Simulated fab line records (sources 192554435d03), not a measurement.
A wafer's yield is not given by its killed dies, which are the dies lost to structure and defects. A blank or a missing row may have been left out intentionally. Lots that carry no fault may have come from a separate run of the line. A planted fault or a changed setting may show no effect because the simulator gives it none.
Chamber matching || flow n5_finfet || 4 sister chambers for N5_BEOL_M3_ETCH_63 on rie_diel-01
The step etches SiARC in CF4, target depth 15.6 nm, time 26 s. 8 wafers are shown with their chamber, then 9 later ones without.

## WAFERS, EACH WITH ITS CHAMBER
{"wafer": "L078.2", "chamber": 0, "showerhead_plenum_p_Torr (Torr)": 2.27, "throttle_valve_pct (%)": 15.70}
{"wafer": "L088.1", "chamber": 0, "showerhead_plenum_p_Torr (Torr)": 2.26, "throttle_valve_pct (%)": 15.73}
{"wafer": "L088.3", "chamber": 1, "showerhead_plenum_p_Torr (Torr)": 2.21, "throttle_valve_pct (%)": 15.26}
{"wafer": "L089.4", "chamber": 1, "showerhead_plenum_p_Torr (Torr)": 2.21, "throttle_valve_pct (%)": 15.25}
{"wafer": "L089.5", "chamber": 2, "showerhead_plenum_p_Torr (Torr)": 2.04, "throttle_valve_pct (%)": 15.54}
{"wafer": "L090.1", "chamber": 2, "showerhead_plenum_p_Torr (Torr)": 2.04, "throttle_valve_pct (%)": 15.54}
{"wafer": "L090.2", "chamber": 3, "showerhead_plenum_p_Torr (Torr)": 2.20, "throttle_valve_pct (%)": 15.60}
{"wafer": "L090.5", "chamber": 3, "showerhead_plenum_p_Torr (Torr)": 2.20, "throttle_valve_pct (%)": 15.61}

## WAFERS WITH NO CHAMBER GIVEN
{"wafer": "L092.2", "showerhead_plenum_p_Torr (Torr)": 2.26, "throttle_valve_pct (%)": 15.72}
{"wafer": "L092.3", "showerhead_plenum_p_Torr (Torr)": 2.04, "throttle_valve_pct (%)": 15.55}
{"wafer": "L092.4", "showerhead_plenum_p_Torr (Torr)": 2.20, "throttle_valve_pct (%)": 15.61}
{"wafer": "L094.2", "showerhead_plenum_p_Torr (Torr)": 2.20, "throttle_valve_pct (%)": 15.63}
{"wafer": "L094.3", "showerhead_plenum_p_Torr (Torr)": 2.26, "throttle_valve_pct (%)": 15.73}
{"wafer": "L094.5", "showerhead_plenum_p_Torr (Torr)": 2.26, "throttle_valve_pct (%)": 15.74}
{"wafer": "L097.1", "showerhead_plenum_p_Torr (Torr)": 2.21, "throttle_valve_pct (%)": 15.31}
{"wafer": "L097.3", "showerhead_plenum_p_Torr (Torr)": 2.26, "throttle_valve_pct (%)": 15.75}
{"wafer": "L097.5", "showerhead_plenum_p_Torr (Torr)": 2.21, "throttle_valve_pct (%)": 15.28}

## CHAMBER TAKEN BY EACH
{"wafer": "L092.2", "from the rows above": 0, "in truth": 0}
{"wafer": "L092.3", "from the rows above": 2, "in truth": 2}
{"wafer": "L092.4", "from the rows above": 3, "in truth": 3}
{"wafer": "L094.2", "from the rows above": 3, "in truth": 3}
{"wafer": "L094.3", "from the rows above": 0, "in truth": 0}
{"wafer": "L094.5", "from the rows above": 0, "in truth": 0}
{"wafer": "L097.1", "from the rows above": 1, "in truth": 1}
{"wafer": "L097.3", "from the rows above": 0, "in truth": 0}
{"wafer": "L097.5", "from the rows above": 1, "in truth": 1}
Placed correctly: 9 of 9. Number that these rows cannot place: 0. 0 placed wrongly.
How it was worked out, from the rows above alone: a wafer's distance from a chamber is the root of the sum, over the readings, of the square of ((its reading less the chamber's mean) divided by the reading's scatter). If the next closest chamber is less than 2 further off than the closest, the wafer can't be placed; otherwise it belongs to the closest. A chamber's mean is the mean of its shown wafers. How the scatter is found: for the shown wafers, subtract from each reading the mean of its chamber, square and add these, divide the total by (wafers less chambers), then take the root.
